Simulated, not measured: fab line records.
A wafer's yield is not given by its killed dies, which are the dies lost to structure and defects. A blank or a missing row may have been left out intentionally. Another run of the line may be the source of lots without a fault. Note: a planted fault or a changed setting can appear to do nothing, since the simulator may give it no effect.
A struck lot beside a sound one | flow n5Finfet | 16 out of 1938 route steps
Sound: the wafers L574.2, L574.3, L574.4. Struck: wafer L587.5. (L587.3, L587.6 of the same lot were not struck and are left out.) The cause comes at the end.
Order at every step that has rows: each side's tool, ch and its chambers, its first start. Under that, the readings that differ: sound wafers | struck wafers | difference of the means | sigmas: that difference in standard deviations of wafers without a fault.
alike: a reading whose means differ by less than 2 such deviations, as well as words and numbers matching on both sides. not compared: withheld readings; readings where some wafer has no value; bounds like >300 that might hide an equal value; numbers whose values overlap and for which the record gives no deviation.
Wherever a step has rows on one side only, a row that says differs or no value, or a row with sigmas, the two part there. Numbers that don't overlap but have no deviation are shown without sigmas and don't part them. Lack of a reading on every wafer of one side parts them only where that side has two or more wafers.

first, 1 step without rows for these wafers: N5_BEOL_M2_ETCH_41 (etches SiCN in CH3F/O2, target depth 29.9 nm, time 52.5 s).
N5_BEOL_M2_STRIP_97: strips in N2/H2, time 10 s.
  sound on rieDiel-06 ch 1,2,3; struck on rieDiel-06 ch 1
  alike: drypumpMotorCurrentA, oesProductAu, rfVppV, showerheadPlenumPTorr, throttleValvePct
  not compared: rfHoursCounterH
N5_BEOL_M2_OCD_MEAS_38:
  struck on ocd-01, day 12 06:10; sound on ocd-01, day 7 21:46
  alike: trenchDepthNm
then, 4 steps without rows for these wafers: N5_BEOL_M2_HM_STRIP_39 (strips TiN in peroxide tin strip, target depth 25 nm, time 158 s); N5_BEOL_M2_SRD_40 (time 30 s); N5_BEOL_M2_PRECLEAN_42 (cleans in residue remover, time 60 s); N5_BEOL_M2_SRD_43 (time 30 s).
N5_BEOL_M2_CD_MEAS_35: target cd 18 nm, target cd y 22.2 nm.
  struck on cdSem-02, day 12 06:19; sound on cdSem-03, day 7 21:55
  alike: cdNm
N5_BEOL_M2_DEGAS_44: time 60 s.
  struck on pvdSputter-02, day 12 06:28; sound on pvdSputter-03, day 7 22:11
  alike: heaterPowerW
N5_BEOL_M2_PRE_CLEAN_45: time 30 s.
  struck on pvdSputter-02, day 12 06:31; sound on pvdSputter-03, day 7 22:13
  alike: heaterPowerW
then, 1 step without rows for these wafers: N5_BEOL_M2_ALD_84 (deposits TaN, pulse time 2 s, purge time 3 s, co reactant purge time 2 s).
N5_BEOL_M2_SURFACE_TREAT_85:
  struck on pvdSputter-02, day 12 06:52; sound on pvdSputter-01, day 7 22:30
  not compared: throttleValvePct
N5_BEOL_M2_CVD_47: deposits Co from CCTBA/H2, target thk 3 nm, time 223.8 s.
  sound on cvdCo-01 ch 1,2, day 7 22:34; struck on cvdCo-01 ch 1, day 12 06:56
reading        | sound             | struck | difference | sigmas
runLengthS (s) | 246.1 247.1 246.4 | 181.9  | -64.6      | -99 or more
N5_BEOL_M2_SPUTTER_48: material Cu, target thk 4.5 nm, time 8.29 s.
  struck on pvdSputter-02, day 12 07:14; sound on pvdSputter-01, day 7 22:56
  alike: chuckGasFlowSccm, substrateTempC, throttleValvePct
N5_BEOL_M4_RC_MEAS_101:
  sound on prober-01 ch 0, day 8 23:43; struck on prober-02 ch 0, day 14 00:01
  alike: DIBL_N, DIBL_P, IOFF_N, IOFF_P, ION_N, ION_P, SS_N, SS_P, VT_N, VT_P
-- the record jumps here: 4 days lie between the struck wafers' starts before and after (it left off in module BEOL_M4 and takes up again in module PASSIVATION, whose first step shown is number 1936 of the route) --
N5_PASSIVATION_PROBE_49:
  struck on prober-01, day 18 08:59; sound on prober-01, day 14 00:50
reading            | sound    | struck | difference | sigmas
killed_at_M0_to_M3 | 43 56 39 | 24     | -22        | -2
  alike: defectLimitedYield, killed_at_M4_up, killedAtContacts, killedAtFrontEnd, killedAtOther, killedDies, killedOpen, killedShort, sort_bin_5_function, sort_bin_6_memory, sortNPass, sortYieldPct

WHERE THEY PART
First at N5_BEOL_M2_CVD_47; last, within this record, at N5_PASSIVATION_PROBE_49.

WHY: whatever the simulator had introduced
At N5_BEOL_M2_CVD_47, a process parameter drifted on cvdCo-01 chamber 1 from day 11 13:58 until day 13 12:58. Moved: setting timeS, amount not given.
